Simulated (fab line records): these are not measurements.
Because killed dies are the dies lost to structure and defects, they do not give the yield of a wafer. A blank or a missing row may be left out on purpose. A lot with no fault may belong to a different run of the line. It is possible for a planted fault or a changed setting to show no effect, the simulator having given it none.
Split-lot trial ; flow n5_finfet ; route with 1938 steps; 7 lots, 39 wafers read

THE SPLIT
At N5_FIN_SAQP_MANDREL_ETCH_22 (etches a-Si in HBr/Cl2, stops on SiNx, target depth 60 nm, bt time 10 s, time 30 s), the setting target_depth_a was moved away from the recipe's 600 angstrom on 6 of the 39 wafers read, by -23.9% to +49.6%. All remaining wafers had this setting at the recipe value.

Reading taken at the split's own step.

THE READING
oes_product_au, in a.u., at N5_FIN_SAQP_MANDREL_ETCH_22 (etches a-Si in HBr/Cl2, stops on SiNx, target depth 60 nm, bt time 10 s, time 30 s). Fault-free wafers of this fab line usually give 0.753 a.u., standard deviation 0.016 a.u.

wafer;tool, chamber at the split;target_depth_a as run, angstrom;against the recipe;oes_product_au, a.u.;against lot-mates on the recipe
L075.1;rie_si-03, 3;456.9;-23.9%;0.922;+0.167
L075.2;rie_si-03, 0;456.9;-23.9%;0.882;+0.127
L075.3;rie_si-03, 1;600;recipe;0.743;-
L075.4;rie_si-03, 2;600;recipe;0.764;-
L075.5;rie_si-03, 2;600;recipe;0.757;-
L075.6;rie_si-03, 3;456.9;-23.9%;0.929;+0.174
L084.1;rie_si-03, 3;600;recipe;0.767;-
L084.2;rie_si-03, 2;600;recipe;0.752;-
L084.3;rie_si-03, 0;600;recipe;0.739;-
L084.4;rie_si-03, 1;600;recipe;0.741;-
L084.5;rie_si-03, 2;600;recipe;0.751;-
L084.6;rie_si-03, 1;600;recipe;0.747;-
L087.1;rie_si-03, 0;897.6;+49.6%;0.587;-0.158
L087.2;rie_si-03, 2;600;recipe;0.742;-
L087.3;rie_si-03, 3;897.6;+49.6%;0.619;-0.126
L087.4;rie_si-03, 1;600;recipe;0.743;-
L087.5;rie_si-03, 3;897.6;+49.6%;0.618;-0.127
L087.6;rie_si-03, 2;600;recipe;0.749;-
L091.1;rie_si-03, 1;600;recipe;0.712;-
L091.2;rie_si-03, 0;600;recipe;0.737;-
L091.3;rie_si-03, 2;600;recipe;0.748;-
L091.4;rie_si-03, 3;600;recipe;0.778;-
L091.5;rie_si-03, 1;600;recipe;0.734;-
L091.6;rie_si-03, 2;600;recipe;0.750;-
L093.1;rie_si-05, 2;600;recipe;0.784;-
L093.2;rie_si-05, 0;600;recipe;0.772;-
L093.3;rie_si-05, 3;600;recipe;0.757;-
L093.4;rie_si-05, 1;600;recipe;0.764;-
L093.5;rie_si-05, 1;600;recipe;0.780;-
L093.6;rie_si-05, 0;600;recipe;0.778;-
L095.1;rie_si-03, 3;600;recipe;0.760;-
L095.2;rie_si-03, 2;600;recipe;0.753;-
L095.3;rie_si-03, 0;600;recipe;0.745;-
L095.4;rie_si-03, 1;600;recipe;0.744;-
L095.5;rie_si-03, 0;600;recipe;0.745;-
L095.6;rie_si-03, 1;600;recipe;0.743;-
L097.1;rie_si-03, 0;600;recipe;0.729;-
L097.4;rie_si-03, 2;600;recipe;0.755;-
L097.5;rie_si-03, 3;600;recipe;0.769;-

FIT RESULTS
A straight line over all 39 wafers: oes_product_au changes by -0.00369 a.u. for each +1% of target_depth_a; r = -0.91; the points scatter about the line by 0.027 a.u.
The same after taking each lot's own level away (the mean of its wafers on the recipe; 39 wafers): -0.00354 a.u. for each +1%; r = -0.91; scatter 0.025 a.u.
The reading moves by 0.18 a.u. for the largest change in target_depth_a, on that fit.
The lots' own levels span 0.7432 to 0.7725 a.u., that is 1.8 times the standard deviation above.
Consequently the slope shifts little with the lot-to-lot level, the two slopes agreeing.
Check: with one of the wafers moved furthest among these (+49.6%) left out of the fit, the line predicts -0.171 a.u. for it against its lot-mates. Against them it came out at -0.158 a.u.
Tool readings at the split's step, against how far the setting was moved: oes_product_au r = -0.91.

THE WHOLE CHAIN: every reading that the file lists as answering this split, in the file's order
step;what it does;reading;change (the file's fit);r (the file's)
N5_FIN_SAQP_MANDREL_ETCH_22;etches a-Si in HBr/Cl2, stops on SiNx, target depth 60 nm, bt time 10 s, time 30 s;oes_product_au;-0.00347 a.u. for each +1% of the setting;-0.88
N5_FIN_SAQP_MANDREL_ETCH_22;etches a-Si in HBr/Cl2, stops on SiNx, target depth 60 nm, bt time 10 s, time 30 s;SOC_of_FIN_SAQP_COAT_49.thk_nm (the simulator's own value, which no gauge read);-0.224 nm for each +1% of the setting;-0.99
N5_FIN_SAQP_ETCH_57;etches SiNx in CH3F/O2, target depth 32.5 nm, time 46.4 s;etch_rf_on_time_s;withheld for each +1% of the setting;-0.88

THE FILE'S OWN FIT
oes_product_au changes by -0.00347 a.u. for each +1% of target_depth_a, r = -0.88.
